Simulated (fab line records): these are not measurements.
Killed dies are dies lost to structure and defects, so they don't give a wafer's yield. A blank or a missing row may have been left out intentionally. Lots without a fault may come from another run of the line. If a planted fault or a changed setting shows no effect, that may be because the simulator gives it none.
fab line records	flow nand-harc
record lots=7	wafers=21	last-day=24
route steps=1159 shown P_BONDPAD@366 END@1159
lots with no fault: from the same line, run without faults
start-h: start of the lot's first displayed wafer, in hours after the record's first day	wait-h: hours from the lot's prior step to this one	" unchanged from the row above	L1.1+2: a single row standing in for several wafers	- either no value or no given start	* or withheld: withheld	< > ~ a bound
route shown NAME@n: names a module that has steps shown in the file, with the first one's number in the route	usual: mean/standard deviation taken from wafers without a fault	same: alike in all rows	chamber/n: place in a boat	sites: each site's reading	_std_site: standard deviation across them	_edge_site: the outer-site mean with the inner-site mean subtracted	radius-mm: for every site, how far away it sits from the centre of the wafer	mask NAME#n: copy n	behind: the last tool/chamber to shape the wafer	hold: the reason the lot was held/the length of the hold in hours/how it ended	device: which transistor (n, p or np) failed to switch	end of line: tests run on the same wafers once the route is complete	where a step has no rows: the recipe by itself	killed: the dies lost at the first sort to structure and to defects; this is not the yield of the wafer	map: a wafer's dies, x killed, . not, _ none there
set.NAME: the run value of the setting; set.NAME@STEP: its run value at that earlier step	model.NAME: the simulator's own value behind a step, which no gauge read
certain route steps with their lots: each step a table, each wafer a row
services: a tool's chamber out of use, with start hour (start-h, from the record's first day; less than 0 if before it), hours out, and reason
## steps
# step NHARC_P_BONDPAD_HARDBAKE_10
# recipe temp-c=118	time-s=65
# step NHARC_P_BONDPAD_DESCUM_11
# recipe time-s=3	o2-flow-sccm=200	ar-flow-sccm=0	bias-power-w=0	chemistry=O2
# step NHARC_P_BONDPAD_ETCH_37
# recipe target-depth-a=600	overetch-a=180	time-s=65.91	ion-energy-ev=200	n2-flow-sccm=150	h2-flow-sccm=150	ar-flow-sccm=0	rf-w=400	bias-w=150	chemistry=N2/H2
# usual chamber-pressure-mTorr=30.001/0.027	drypump-motor-current-A=5.8/0.34	n2-flow-sccm=150.1/0.43	oes-product-au=0.997/0.012	rf-vpp-V=430.0/1.6	showerhead-plenum-p-Torr=2.02/0.054	throttle-valve-pct=14.171/0.01
lot.wafer	tool	chamber	start-h	wait-h	chamber-pressure-mTorr	drypump-motor-current-A	n2-flow-sccm	oes-product-au	rf-hours-counter-h	rf-vpp-V	showerhead-plenum-p-Torr	throttle-valve-pct
L861.4	rie-diel-03	1	139.82	0.1	29.969	6.0	150.1	1.002	9	428.2	1.97	14.159
L861.6	"	3	"	"	29.987	6.0	150.1	1.000	-	430.7	2.06	14.172
L861.5	"	0	"	"	30.020	5.4	150.3	0.963	-	429.9	1.98	14.174
L865.1	rie-diel-01	0	149.33	0.5	30.015	6.6	150.7	0.974	0	429.9	2.00	14.170
L865.3	"	1	"	"	30.033	5.7	150.1	1.004	1	431.9	2.12	14.179
L865.4	"	2	"	"	30.044	5.9	149.9	0.996	1	431.5	2.03	14.159
L866.3	rie-diel-03	0	162.36	0.1	29.979	5.4	149.7	0.974	10	429.5	1.98	14.163
L866.2	"	3	"	"	30.025	6.0	150.2	0.997	10	430.8	2.05	14.183
L866.5	"	3	"	"	30.010	6.0	149.6	1.008	-	430.8	2.06	14.179
L868.3	rie-diel-03	2	173.47	0.1	29.962	5.9	149.4	0.991	10	431.7	2.08	14.164
L868.4	"	1	"	"	30.049	6.0	150.2	0.998	11	429.3	1.97	14.177
L868.6	"	3	"	"	30.002	6.1	149.7	1.011	-	429.9	2.05	14.165
L874.2	rie-diel-01	1	207.84	0.1	29.941	5.7	150.1	1.001	24	432.9	2.11	14.165
L874.4	"	3	"	"	29.995	5.5	150.2	0.990	21	428.4	1.93	14.168
L874.6	"	1	"	"	30.011	5.7	149.5	1.005	-	431.3	2.11	14.163
L878.4	rie-diel-08	3	232.45	0.1	30.028	5.3	150.2	0.994	41	433.4	2.11	14.166
L878.6	"	0	"	"	29.980	6.1	150.3	0.991	-	427.0	1.93	14.171
L878.5	"	1	"	"	29.970	5.0	150.2	1.009	-	428.7	1.99	14.168
L883.3	rie-diel-03	0	255.44	0.1	30.001	5.4	150.2	0.998	3	428.0	1.98	14.155
L883.4	"	2	"	"	30.048	5.9	150.6	1.007	2	431.2	2.07	14.173
L883.5	"	0	"	"	29.953	5.4	149.8	0.995	-	430.4	1.98	14.168
# step NHARC_P_BONDPAD_ETCH_12
# recipe target-depth-a=2000	time-s=100	chf3-flow-sccm=50	o2-flow-sccm=10	ar-flow-sccm=200	rf-w=500	bias-w=200	chemistry=CHF3/O2
# usual chamber-pressure-mTorr=25.000/0.023	drypump-motor-current-A=5.8/0.32	oes-product-au=0.938/0.024	rf-vpp-V=370.0/1.6	showerhead-plenum-p-Torr=2.38/0.06	throttle-valve-pct=20.573/0.0098
lot.wafer	tool	chamber	start-h	wait-h	chamber-pressure-mTorr	drypump-motor-current-A	oes-product-au	rf-hours-counter-h	rf-vpp-V	showerhead-plenum-p-Torr	throttle-valve-pct
L861.4	rie-diel-03	3	-	-	24.993	6.0	0.925	9	372.2	2.42	20.568
L861.6	"	0	"	"	25.035	5.4	0.907	-	368.9	2.34	20.571
L861.5	"	1	"	"	24.977	6.0	0.928	-	368.6	2.33	20.581
L865.4	rie-diel-01	0	-	-	24.994	6.6	0.950	1	370.1	2.36	20.557
L865.1	"	1	"	"	24.995	5.7	0.946	1	372.7	2.49	20.572
L865.3	"	3	"	"	25.007	5.5	0.963	0	368.1	2.28	20.591
L866.2	rie-diel-03	1	-	-	25.021	6.0	0.918	11	368.9	2.33	20.576
L866.3	"	3	"	"	24.991	6.0	0.939	10	370.6	2.42	20.576
L866.5	"	1	"	"	25.032	6.0	0.938	-	369.6	2.33	20.563
L868.4	rie-diel-03	1	-	-	24.990	6.0	0.911	11	370.3	2.33	20.573
L868.3	"	2	"	"	25.000	5.9	0.920	10	372.9	2.44	20.583
L868.6	"	0	"	"	25.016	5.4	0.910	-	369.8	2.33	20.562
L874.2	rie-diel-01	2	-	-	24.988	5.9	0.923	24	369.8	2.38	20.587
L874.4	"	0	"	"	25.016	6.6	0.914	25	370.0	2.35	20.586
L874.6	"	1	"	"	25.015	5.7	0.929	-	372.3	2.48	20.580
L878.4	rie-diel-08	3	-	-	25.006	5.3	0.912	41	371.8	2.48	20.569
L878.5	"	0	"	"	24.976	6.1	0.919	-	368.5	2.28	20.565
L878.6	"	1	"	"	24.993	5.0	0.929	-	369.3	2.35	20.561
L883.3	rie-diel-03	1	-	-	24.984	6.0	0.929	2	369.2	2.33	20.569
L883.4	"	0	"	"	25.014	5.4	0.920	3	368.9	2.33	20.545
L883.5	"	1	"	"	24.957	6.0	0.925	-	369.1	2.33	20.565
# step NHARC_P_BONDPAD_CD_MEAS_13
# usual cd-nm=497.9/2.8
lot.wafer	tool	chamber	start-h	wait-h	cd-nm
L861.4	cd-sem-01	-	140.04	-	497.4
L861.5	"	-	"	"	498.2
L861.6	"	-	"	"	499.0
L865.1	cd-sem-03	-	149.56	-	495.6
L865.3	"	-	"	"	496.8
L865.4	"	-	"	"	495.9
L866.2	cd-sem-03	-	162.62	-	502.2
L866.3	"	-	"	"	495.9
L866.5	"	-	"	"	497.1
L868.3	cd-sem-03	-	173.71	-	497.5
L868.4	"	-	"	"	499.9
L868.6	"	-	"	"	497.4
L874.2	cd-sem-01	-	208.06	-	497.9
L874.4	"	-	"	"	501.5
L874.6	"	-	"	"	496.8
L878.4	cd-sem-02	-	232.67	-	501.9
L878.5	"	-	"	"	497.7
L878.6	"	-	"	"	499.7
L883.3	cd-sem-01	-	255.67	-	496.5
L883.4	"	-	"	"	497.4
L883.5	"	-	"	"	498.8
# step NHARC_P_BONDPAD_STRIP_15
# recipe o2-flow-sccm=500	ar-flow-sccm=0	bias-w=0	chemistry=O2
# step NHARC_P_BONDPAD_ETCH_24
# recipe target-depth-a=300	over-etch-frac=0.3	time-s=72.99	ion-energy-ev=150	cf4-flow-sccm=50	n2-flow-sccm=100	ar-flow-sccm=150	rf-w=300	bias-w=100	chemistry=CF4/N2
# step NHARC_P_BONDPAD_STRIP_16
# recipe time-s=600	temp-c=30	chemistry=post-etch-residue-remover
# step NHARC_P_BONDPAD_DEGAS_25
# recipe temp-c=300	time-s=60
# step NHARC_P_BONDPAD_PRE_CLEAN_26
# recipe time-s=30	temp-c=280	gas=H2/He
# step NHARC_P_BONDPAD_PVD_17
# recipe target-thk-a=50	bias-v=168.6	power-w=15000	chamber-pressure-pa=0.12	time-s=8.06	substrate-temp-c=50	material=TaN
# usual throttle-valve-pct=29.9/1.1
lot.wafer	tool	chamber	start-h	wait-h	throttle-valve-pct
L861.4	pvd-sputter-03	-	-	-	29.2
L861.5	"	-	"	"	30.9
L861.6	"	-	"	"	29.9
L865.1	pvd-sputter-01	-	-	-	30.0
L865.4	"	-	"	"	29.1
L865.3	"	-	"	"	30.3
L866.3	pvd-sputter-02	-	-	-	28.8
L866.2	"	-	"	"	31.1
L866.5	"	-	"	"	28.9
L868.3	pvd-sputter-02	-	-	-	28.4
L868.4	"	-	"	"	30.9
L868.6	"	-	"	"	30.9
L874.4	pvd-sputter-01	-	-	-	30.3
L874.2	"	-	"	"	31.9
L874.6	"	-	"	"	30.5
L878.4	pvd-sputter-03	-	-	-	30.3
L878.5	"	-	"	"	30.1
L878.6	"	-	"	"	29.0
L883.4	pvd-sputter-01	-	-	-	28.6
L883.3	"	-	"	"	30.2
L883.5	"	-	"	"	31.4
# step NHARC_P_BONDPAD_PVD_27
# recipe target-thk-a=300	chamber-pressure-pa=5	power-w=5000	substrate-temp-c=30	time-s=20.49	material=Cu
# usual throttle-valve-pct=29.8/1
lot.wafer	tool	chamber	start-h	wait-h	throttle-valve-pct
L861.4	pvd-sputter-03	-	-	-	30.2
L861.5	"	-	"	"	31.0
L861.6	"	-	"	"	29.9
L865.4	pvd-sputter-01	-	-	-	30.5
L865.3	"	-	"	"	30.2
L865.1	"	-	"	"	31.8
L866.2	pvd-sputter-02	-	-	-	28.8
L866.3	"	-	"	"	28.9
L866.5	"	-	"	"	28.8
L868.4	pvd-sputter-02	-	-	-	28.5
L868.3	"	-	"	"	31.0
L868.6	"	-	"	"	28.8
L874.2	pvd-sputter-01	-	-	-	28.4
L874.4	"	-	"	"	31.9
L874.6	"	-	"	"	30.4
L878.4	pvd-sputter-03	-	-	-	31.0
L878.6	"	-	"	"	31.1
L878.5	"	-	"	"	30.3
L883.4	pvd-sputter-01	-	-	-	28.5
L883.3	"	-	"	"	31.8
L883.5	"	-	"	"	30.2
# step NHARC_P_BONDPAD_ECD_18
# recipe target-thk-a=4000	bath-temp-c=25	material=Cu
# usual bath-heat-duty-pct=6.4/0.57	bath-temp-c=24.99/0.1
lot.wafer	tool	chamber	start-h	wait-h	bath-heat-duty-pct	bath-temp-c
L861.4	ecd-cu-01	1	141.22	-	6.6	24.86
L861.6	"	0	"	"	5.3	24.93
L861.5	"	1	"	"	7.0	25.08
L865.1	ecd-cu-02	0	150.59	-	-	-
L865.3	"	1	"	"	-	-
L865.4	"	0	"	"	-	-
L866.2	ecd-cu-01	1	163.66	-	-	-
L866.3	"	1	"	"	-	-
L866.5	"	1	"	"	-	-
L868.4	ecd-cu-02	0	174.79	-	-	-
L868.3	"	1	"	"	-	-
L868.6	"	1	"	"	-	-
L874.2	ecd-cu-02	0	209.06	-	5.7	24.94
L874.4	"	0	"	"	6.5	24.97
L874.6	"	1	"	"	7.1	24.94
L878.4	ecd-cu-01	0	233.78	-	6.6	25.02
L878.6	"	0	"	"	6.2	25.11
L878.5	"	1	"	"	6.3	24.93
L883.3	ecd-cu-01	1	256.79	-	5.7	24.84
L883.4	"	0	"	"	6.2	25.01
L883.5	"	0	"	"	6.0	24.97
# step NHARC_P_BONDPAD_ANNEAL_28
# recipe temp-c=225	time-s=90
# usual wafer_temp_C_max=225.81/0.2
lot.wafer	tool	chamber	start-h	wait-h	wafer_temp_C_max
L861.4	rtp-anneal-02	0	141.86	-	225.84
L861.5	"	0	"	"	225.67
L861.6	"	0	"	"	225.55
L865.1	rtp-anneal-02	0	150.92	0.3	225.78
L865.3	"	0	"	"	225.88
L865.4	"	0	"	"	225.71
L866.2	rtp-anneal-02	0	164.09	0.4	225.66
L866.3	"	0	"	"	225.49
L866.5	"	0	"	"	225.88
L868.3	rtp-anneal-02	0	175.27	0.4	225.81
L868.4	"	0	"	"	225.76
L868.6	"	0	"	"	226.17
L874.2	rtp-anneal-02	0	209.49	-	225.50
L874.4	"	0	"	"	225.70
L874.6	"	0	"	"	225.90
L878.4	rtp-anneal-01	0	234.21	-	225.79
L878.5	"	0	"	"	225.70
L878.6	"	0	"	"	226.19
L883.3	rtp-anneal-01	0	257.20	0.4	225.68
L883.4	"	0	"	"	225.85
L883.5	"	0	"	"	225.89
# step NHARC_P_BONDPAD_CMP_19
# recipe t-overpolish-s=30	cu-recess-touch-s=16	target-thk-nm=160.81
# step NHARC_P_BONDPAD_THK_MEAS_20
# recipe thk-meas-gauge=xrf
# usual thk-nm=160.1/1.8
lot.wafer	tool	chamber	start-h	wait-h	thk-nm
L861.4	film-metro-01	-	142.54	-	161.9
L861.5	"	-	"	"	162.7
L861.6	"	-	"	"	162.3
L865.1	film-metro-02	-	151.59	-	29.8
L865.3	"	-	"	"	29.5
L865.4	"	-	"	"	30.6
L866.2	film-metro-01	-	164.71	-	29.5
L866.3	"	-	"	"	31.0
L866.5	"	-	"	"	30.8
L868.3	film-metro-01	-	175.84	-	30.5
L868.4	"	-	"	"	30.1
L868.6	"	-	"	"	30.9
L874.2	film-metro-02	-	210.11	-	160.2
L874.4	"	-	"	"	160.4
L874.6	"	-	"	"	160.0
L878.4	film-metro-02	-	234.75	-	161.3
L878.5	"	-	"	"	161.3
L878.6	"	-	"	"	162.6
L883.3	film-metro-02	-	257.77	-	160.1
L883.4	"	-	"	"	162.4
L883.5	"	-	"	"	159.7
# step NHARC_P_BONDPAD_SRD_21
# recipe time-s=30	temp-c=23	dry-time-s=20	spin-rpm=1500
# step NHARC_END_SORT_01
# recipe temp-c=25
# usual defect-limited-yield=95.5/1.4	killed-at-array=26/9.1	killed-at-other=0.7/0.9	killed-at-periphery=3.6/2.8	killed-dies=30/9.2	killed-open=3.0/1.9	killed-short=2.0/1.4	sort_bin_2_pct=1.4/0.6	sort_bin_3_pct=0.23/0.17	sort_bin_4_pct=2.8/0.92	sort-n-pass=647/9.2	sort-rim-yield-pct=95.9/2.1	sort-yield-pct=95.5/1.4
# same gross-dies=677	sort_bin_5_pct[%]=0	sort_bin_6_pct[%]=0	sort_bin_7_pct[%]=0	sort_bin_8_pct[%]=0	sort-rim-n-gross=106.00
lot.wafer	tool	chamber	start-h	wait-h	defect-limited-yield[%]	killed-at-array	killed-at-other	killed-at-periphery	killed-dies	killed-open	killed-short	sort_bin_2_pct[%]	sort_bin_3_pct[%]	sort_bin_4_pct[%]	sort-n-pass	sort-rim-yield-pct[%]	sort-yield-pct[%]
L865.1	prober-01	0	452.31	2.5	0	20	0	657	677	4	1	98.2	0.15	1.6	0	0	0
L865.3	prober-01	0	453.91	3.1	0	15	0	662	677	1	1	98.4	0	1.6	0	0	0
L865.4	prober-01	0	454.71	3.4	0	25	0	652	677	2	5	97.8	0	2.2	0	0	0
L861.4	prober-02	0	454.76	3.4	96.6	20	0	3	23	3	3	0.9	0.15	2.4	654	94.3	96.6
L861.5	prober-02	0	455.56	3.7	97.2	18	0	1	19	1	1	1.0	0	1.8	658	99.1	97.2
L861.6	prober-02	0	456.36	4.0	97.3	17	0	1	18	3	0	0.7	0.30	1.6	659	96.2	97.3
L866.2	prober-02	0	463.92	2.8	0	15	1	661	677	5	2	97.8	0	2.2	0	0	0
L866.3	prober-02	0	464.72	3.1	0	28	0	649	677	12	3	96.2	0.44	3.4	0	0	0
L866.5	prober-02	0	466.33	3.7	0	20	0	657	677	2	3	97.5	0.15	2.4	0	0	0
L868.3	prober-02	0	483.33	3.1	0	21	1	655	677	1	2	97.5	0	2.5	0	0	0
L868.4	prober-02	0	484.13	3.4	0	30	3	644	677	2	0	96.2	0.44	3.4	0	0	0
L868.6	prober-02	0	485.74	4.0	0	23	2	652	677	4	2	97.2	0	2.8	0	0	0
L874.2	prober-02	0	513.20	2.8	94.8	33	0	2	35	4	2	1.6	0.30	3.2	642	97.2	94.8
L874.4	prober-02	0	514.85	3.5	95.6	28	0	2	30	2	1	1.3	0.30	2.8	647	97.2	95.6
L874.6	prober-02	0	516.49	4.1	95.3	29	0	3	32	1	0	2.1	0.59	2.1	645	99.1	95.3
L878.4	prober-02	0	556.29	3.4	95.3	25	1	6	32	2	1	1.2	0.30	3.2	645	96.2	95.3
L878.5	prober-02	0	557.07	3.7	93.9	35	1	5	41	7	3	2.1	0.44	3.5	636	93.4	93.9
L878.6	prober-02	0	557.86	3.9	95.6	28	1	1	30	3	1	2.2	0	2.2	647	98.1	95.6
L883.3	prober-02	0	578.90	3.1	94.7	23	3	10	36	5	1	1.5	0	3.8	641	97.2	94.7
L883.4	prober-02	0	579.69	3.4	95.3	21	0	11	32	2	2	1.9	0.30	2.5	645	97.2	95.3
L883.5	prober-02	0	580.49	3.7	95.0	22	2	10	34	4	2	1.3	0	3.7	643	95.3	95.0
# killed by level:class
L865.1 P_BONDPAD:area-ecd=655 A_CHANNEL_HOLE_D1:chamber-film-flake=11 A_STAIRCASE:chamber-film-flake=4 P_CONTACT:geometric-particle:short=1 P_CONTACT:geometric-particle:open=1 A_WL_FILL:geometric-particle:open=1 A_BLC:geometric-particle:open=1 A_M0:geometric-particle:open=1
L865.3 P_BONDPAD:area-ecd=661 A_CHANNEL_HOLE_D1:chamber-film-flake=10 A_ONON_D1:geometric-particle:open=1 A_CHANNEL_HOLE_D1:geometric-particle:short=1 P_GATE:chamber-film-flake=1 A_SLIT:chamber-film-flake=1 A_STAIRCASE:chamber-film-flake=1 A_CONTACT:chamber-film-flake=1
L865.4 P_BONDPAD:area-ecd=650 A_CHANNEL_HOLE_D1:chamber-film-flake=11 A_STAIRCASE:chamber-film-flake=6 P_CONTACT:geometric-particle:short=1 A_CHANNEL_HOLE_D1:geometric-particle:short=1 A_CONTACT:geometric-particle:short=1 A_CONTACT:geometric-particle:open=1 A_M0:geometric-particle:short=1
L861.4 A_SLIT:chamber-film-flake=15 P_GATE:geometric-particle:open=1 P_M0:geometric-particle:open=1 P_M0:geometric-particle:short=1 A_SOURCE_PLATE:geometric-particle:open=1 A_ONON_D1:geometric-particle:short=1 A_SGD_CUT:geometric-particle:short=1 A_CHANNEL_HOLE_D1:chamber-film-flake=1
L861.5 A_SLIT:chamber-film-flake=8 A_CHANNEL_HOLE_D1:chamber-film-flake=4 A_CONTACT:chamber-film-flake=2 A_ONON_D1:geometric-particle:short=1 A_CONTACT:geometric-particle:open=1 P_STI:chamber-film-flake=1 A_STAIRCASE:chamber-film-flake=1 A_WL_FILL:chamber-film-flake=1
L861.6 A_SLIT:chamber-film-flake=9 A_STAIRCASE:chamber-film-flake=2 A_CONTACT:chamber-film-flake=2 A_CHANNEL_HOLE_D1:chamber-film-flake=1 A_WL_FILL:geometric-particle:open=1 A_CONTACT:geometric-particle:open=1 A_M0:geometric-particle:open=1 P_GATE:chamber-film-flake=1
L866.2 P_BONDPAD:area-ecd=657 A_CHANNEL_HOLE_D1:chamber-film-flake=4 A_STAIRCASE:chamber-film-flake=3 P_STI:chamber-film-flake=2 P_CONTACT:geometric-particle:open=1 P_M0:geometric-particle:short=1 A_ONON_D1:geometric-particle:open=1 A_SLIT:geometric-particle:open=1
L866.3 P_BONDPAD:area-ecd=642 A_STAIRCASE:chamber-film-flake=8 A_CHANNEL_HOLE_D1:chamber-film-flake=5 A_CONTACT:geometric-particle:open=4 P_M0:geometric-particle:open=3 A_M0:geometric-particle:open=3 A_CHANNEL_FILL_D1:chamber-film-flake=3 A_CONTACT:chamber-film-flake=2
L866.5 P_BONDPAD:area-ecd=656 A_STAIRCASE:chamber-film-flake=5 A_CHANNEL_HOLE_D1:chamber-film-flake=4 A_M0:geometric-particle:short=2 A_CHANNEL_FILL_D1:chamber-film-flake=2 A_CONTACT:chamber-film-flake=2 A_WL_FILL:geometric-particle:open=1 A_CONTACT:geometric-particle:open=1
L868.3 P_BONDPAD:area-ecd=651 A_CHANNEL_HOLE_D1:chamber-film-flake=11 A_STAIRCASE:chamber-film-flake=5 P_STI:chamber-film-flake=2 A_ZERO_WELL:chamber-film-flake=2 P_CONTACT:geometric-particle:short=1 A_SOURCE_PLATE:geometric-particle:open=1 A_ONON_D1:geometric-particle:short=1
L868.4 P_BONDPAD:area-ecd=641 A_CHANNEL_HOLE_D1:chamber-film-flake=15 A_STAIRCASE:chamber-film-flake=7 A_ZERO_WELL:chamber-film-flake=3 THIN_TSV:chamber-film-flake=3 P_STI:chamber-film-flake=2 A_ONON_D1:geometric-particle:open=1 A_BLC:geometric-particle:open=1
L868.6 P_BONDPAD:area-ecd=649 A_CHANNEL_HOLE_D1:chamber-film-flake=11 A_STAIRCASE:chamber-film-flake=5 A_M0:geometric-particle:open=2 P_STI:chamber-film-flake=2 A_CONTACT:chamber-film-flake=2 THIN_TSV:chamber-film-flake=2 P_M0:geometric-particle:open=1
L874.2 A_CHANNEL_HOLE_D1:chamber-film-flake=20 A_CONTACT:chamber-film-flake=5 A_STAIRCASE:chamber-film-flake=2 P_STI:geometric-particle:open=1 P_M2:geometric-particle:open=1 A_SOURCE_PLATE:geometric-particle:open=1 A_SOURCE_PLATE:geometric-particle:short=1 A_CHANNEL_FILL_D1:geometric-particle:short=1
L874.4 A_CHANNEL_HOLE_D1:chamber-film-flake=12 A_CONTACT:chamber-film-flake=9 A_STAIRCASE:chamber-film-flake=3 P_GATE:geometric-particle:open=1 A_SOURCE_PLATE:geometric-particle:open=1 A_CONTACT:geometric-particle:short=1 P_GATE:chamber-film-flake=1 A_WL_FILL:chamber-film-flake=1
L874.6 A_CHANNEL_HOLE_D1:chamber-film-flake=16 A_CONTACT:chamber-film-flake=8 A_STAIRCASE:chamber-film-flake=4 P_GATE:chamber-film-flake=2 A_WL_FILL:geometric-particle:open=1 P_ZERO_WELL:chamber-film-flake=1
L878.4 A_SLIT:chamber-film-flake=12 A_CHANNEL_HOLE_D1:chamber-film-flake=7 P_GATE:chamber-film-flake=4 A_CONTACT:chamber-film-flake=3 A_ONON_D1:geometric-particle:open=1 A_CHANNEL_FILL_D1:geometric-particle:short=1 A_CONTACT:geometric-particle:open=1 P_STI:chamber-film-flake=1
L878.5 A_SLIT:chamber-film-flake=15 A_CONTACT:chamber-film-flake=8 A_CHANNEL_HOLE_D1:chamber-film-flake=4 A_CHANNEL_FILL_D1:geometric-particle:open=2 A_CONTACT:geometric-particle:open=2 P_GATE:chamber-film-flake=2 P_M1:geometric-particle:short=1 A_SLIT:geometric-particle:open=1
L878.6 A_SLIT:chamber-film-flake=15 A_CONTACT:chamber-film-flake=6 A_CHANNEL_HOLE_D1:chamber-film-flake=4 A_CHANNEL_FILL_D1:geometric-particle:open=1 A_WL_FILL:geometric-particle:open=1 A_CONTACT:geometric-particle:short=1 THIN_TSV:geometric-particle:open=1 P_STI:chamber-film-flake=1
L883.3 A_CHANNEL_HOLE_D1:chamber-film-flake=11 P_CONTACT:chamber-film-flake=5 A_CONTACT:chamber-film-flake=4 P_M2:chamber-film-flake=3 A_SLIT:chamber-film-flake=2 THIN_TSV:chamber-film-flake=2 P_M0:geometric-particle:short=1 A_ONON_D1:geometric-particle:open=1
L883.4 A_CHANNEL_HOLE_D1:chamber-film-flake=8 A_CONTACT:chamber-film-flake=7 P_CONTACT:chamber-film-flake=6 P_M2:chamber-film-flake=5 A_SOURCE_PLATE:geometric-particle:open=1 A_ONON_D1:geometric-particle:short=1 A_BLC:geometric-particle:open=1 A_M0:geometric-particle:short=1
L883.5 A_CHANNEL_HOLE_D1:chamber-film-flake=10 A_CONTACT:chamber-film-flake=6 P_M2:chamber-film-flake=4 P_CONTACT:chamber-film-flake=3 P_GATE:geometric-particle:open=2 THIN_TSV:chamber-film-flake=2 A_SOURCE_PLATE:geometric-particle:short=1 A_WL_FILL:geometric-particle:short=1
# map L865.1 (x killed, . not)
____________x____________
_________xxxxxxx_________
_______xxxxxxxxxxx_______
______xxxxxxxxxxxxx______
_____xxxxxxxxxxxxxxx_____
____xxxxxxxxxxxxxxxxx____
____xxxxxxxxxxxxxxxxx____
___xxxxxxxxxxxxxxxxxxx___
___xxxxxxxxxxxxxxxxxxx___
__xxxxxxxxxxxxxxxxxxxxx__
__xxxxxxxxxxxxxxxxxxxxx__
_xxxxxxxxxxxxxxxxxxxxxxx_
_xxxxxxxxxxxxxxxxxxxxxxx_
_xxxxxxxxxxxxxxxxxxxxxxx_
_xxxxxxxxxxxxxxxxxxxxxxx_
_xxxxxxxxxxxxxxxxxxxxxxx_
xxxxxxxxxxxxxxxxxxxxxxxxx
xxxxxxxxxxxxxxxxxxxxxxxxx
xxxxxxxxxxxxxxxxxxxxxxxxx
xxxxxxxxxxxxxxxxxxxxxxxxx
xxxxxxxxxxxxxxxxxxxxxxxxx
_xxxxxxxxxxxxxxxxxxxxxxx_
_xxxxxxxxxxxxxxxxxxxxxxx_
_xxxxxxxxxxxxxxxxxxxxxxx_
_xxxxxxxxxxxxxxxxxxxxxxx_
_xxxxxxxxxxxxxxxxxxxxxxx_
__xxxxxxxxxxxxxxxxxxxxx__
__xxxxxxxxxxxxxxxxxxxxx__
___xxxxxxxxxxxxxxxxxxx___
___xxxxxxxxxxxxxxxxxxx___
____xxxxxxxxxxxxxxxxx____
____xxxxxxxxxxxxxxxxx____
_____xxxxxxxxxxxxxxx_____
______xxxxxxxxxxxxx______
_______xxxxxxxxxxx_______
_________xxxxxxx_________
____________x____________
# map L866.2 (x killed, . not)
____________x____________
_________xxxxxxx_________
_______xxxxxxxxxxx_______
______xxxxxxxxxxxxx______
_____xxxxxxxxxxxxxxx_____
____xxxxxxxxxxxxxxxxx____
____xxxxxxxxxxxxxxxxx____
___xxxxxxxxxxxxxxxxxxx___
___xxxxxxxxxxxxxxxxxxx___
__xxxxxxxxxxxxxxxxxxxxx__
__xxxxxxxxxxxxxxxxxxxxx__
_xxxxxxxxxxxxxxxxxxxxxxx_
_xxxxxxxxxxxxxxxxxxxxxxx_
_xxxxxxxxxxxxxxxxxxxxxxx_
_xxxxxxxxxxxxxxxxxxxxxxx_
_xxxxxxxxxxxxxxxxxxxxxxx_
xxxxxxxxxxxxxxxxxxxxxxxxx
xxxxxxxxxxxxxxxxxxxxxxxxx
xxxxxxxxxxxxxxxxxxxxxxxxx
xxxxxxxxxxxxxxxxxxxxxxxxx
xxxxxxxxxxxxxxxxxxxxxxxxx
_xxxxxxxxxxxxxxxxxxxxxxx_
_xxxxxxxxxxxxxxxxxxxxxxx_
_xxxxxxxxxxxxxxxxxxxxxxx_
_xxxxxxxxxxxxxxxxxxxxxxx_
_xxxxxxxxxxxxxxxxxxxxxxx_
__xxxxxxxxxxxxxxxxxxxxx__
__xxxxxxxxxxxxxxxxxxxxx__
___xxxxxxxxxxxxxxxxxxx___
___xxxxxxxxxxxxxxxxxxx___
____xxxxxxxxxxxxxxxxx____
____xxxxxxxxxxxxxxxxx____
_____xxxxxxxxxxxxxxx_____
______xxxxxxxxxxxxx______
_______xxxxxxxxxxx_______
_________xxxxxxx_________
____________x____________
## services
tool	chamber	start-h	hours	kind
pvd-sputter-02	-	116.12	9.9	repair
pvd-sputter-01	-	119.64	9.8	repair
rie-diel-03	0	120.91	-	clean
rie-diel-03	1	120.91	-	clean
rie-diel-03	2	120.91	-	clean
rie-diel-03	3	120.91	-	clean
rie-diel-08	-	124.82	9.0	pm
rie-diel-03	2	127.68	7.1	repair
rie-diel-01	-	137.95	9.0	pm
rie-diel-03	2	155.35	11.9	repair
pvd-sputter-03	-	156.51	1.5	repair
pvd-sputter-01	-	158.00	10.0	pm
ecd-cu-02	-	159.14	2.2	repair
rie-diel-08	2	167.35	5.3	repair
ecd-cu-02	-	180.00	8.0	pm
rie-diel-03	3	198.12	6.9	repair
rie-diel-01	3	200.12	7.1	repair
rie-diel-01	-	206.29	0.6	repair
rie-diel-03	-	215.31	9.0	pm
pvd-sputter-02	-	223.47	10.0	pm
ecd-cu-02	-	233.60	4.2	repair
rie-diel-08	0	240.17	12.9	repair
pvd-sputter-02	-	245.36	13.1	repair
rie-diel-01	3	256.86	8.8	repair
## key
first-sign step=NHARC_P_BONDPAD_ECD_18	reading=tool-record	direction=missing
effect step=NHARC_P_BONDPAD_THK_MEAS_20	reading=thk-nm	direction=down	sigmas=74	usual=160.1	struck=30.3
effect step=NHARC_END_SORT_01	reading=killed-at-periphery	direction=up	sigmas=99+	usual=3.6	struck=654.3
more-kills-born-at NHARC_P_BONDPAD_ECD_18@ecd-cu-02=3907	NHARC_P_BONDPAD_ECD_18@ecd-cu-01=1955
met-at NHARC_P_BONDPAD_ECD_18
struck-wafers L865.1,L865.3,L865.4,L866.2,L866.3,L866.5,L868.3,L868.4,L868.6
later-rows-left-out L865.1,L865.3,L865.4,L866.2,L866.3,L866.5,L868.3,L868.4,L868.6
onset-between 141.22 150.59
fault kind=skipped-step-whole	tool=ecd-cu-01,ecd-cu-02	chamber=-	onset-h=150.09	steps=NHARC_P_BONDPAD_ECD_18	scope=struck-lots-only
# later-rows-left-out: the simulator's readings of these wafers behind a module that went badly wrong aren't trusted and aren't shown, but for the sort
